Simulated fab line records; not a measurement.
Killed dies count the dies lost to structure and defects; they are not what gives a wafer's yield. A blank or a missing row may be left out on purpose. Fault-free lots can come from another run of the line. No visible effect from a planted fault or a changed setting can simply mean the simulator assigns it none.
Matching of chambers | flow nandHarc | cmp-04 running NHARC_P_CONTACT_CMP_24: 4 sister chambers
The step polishes, t overpolish 30 s, target thk 200 nm. 8 wafers are shown with their chamber, then 10 later ones without.

== WAFERS PAIRED WITH THEIR CHAMBERS ==
wafer  | chamber | motorCurrentA (A) | timeToEndpointS (s)
L082.2 | 1       | 12.6              | 38.8
L089.2 | 2       | 11.4              | 36.5
L089.6 | 3       | 11.4              | 39.2
L090.2 | 0       | 12.3              | 39.4
L090.4 | 3       | 11.2              | 40.9
L090.6 | 1       | 12.7              | 39.3
L092.3 | 2       | 12.2              | 38.3
L092.4 | 0       | 11.6              | 40.4

== WAFERS WITHOUT THEIR CHAMBER ==
wafer  | motorCurrentA (A) | timeToEndpointS (s)
L092.5 | 12.1              | 41.6
L093.2 | 12.1              | 40.2
L093.3 | 11.1              | 41.3
L093.5 | 12.7              | 39.0
L096.1 | 10.2              | 41.2
L096.2 | 12.1              | 38.8
L096.5 | 12.3              | 38.5
L096.3 | 11.7              | 37.2
L096.4 | 11.9              | 39.0
L096.6 | 10.4              | 40.2

== CHAMBER TAKEN BY EACH ==
wafer  | from the rows above               | in truth
L092.5 | can't be placed: 0 or 3 or 1      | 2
L093.2 | can't be placed: 0 or 1 or 3      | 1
L093.3 | can't be placed: 3 or 0           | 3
L093.5 | 1                                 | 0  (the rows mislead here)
L096.1 | can't be placed: 3 or 0           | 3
L096.2 | can't be placed: 0 or 1 or 2 or 3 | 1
L096.5 | can't be placed: 1 or 0 or 2 or 3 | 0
L096.3 | 2                                 | 2
L096.4 | can't be placed: 0 or 2 or 3 or 1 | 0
L096.6 | can't be placed: 3 or 0           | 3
Correctly placed: 1 of 10. From these rows, 8 cannot be placed; in 7 the true chamber is one of the candidates. Placed wrongly: 1.
How it was worked out, from the rows above alone: a wafer's distance from a chamber is the root of the sum, over the readings, of the square of ((its reading less the chamber's mean) divided by the reading's scatter). The wafer belongs to the nearest chamber; if the next one is less than 2 further off, it can't be placed. A chamber's mean is the mean of its shown wafers. The scatter is the square root of a quotient: the sum, over the shown wafers, of each reading's squared deviation from its chamber's mean, divided by wafers minus chambers.
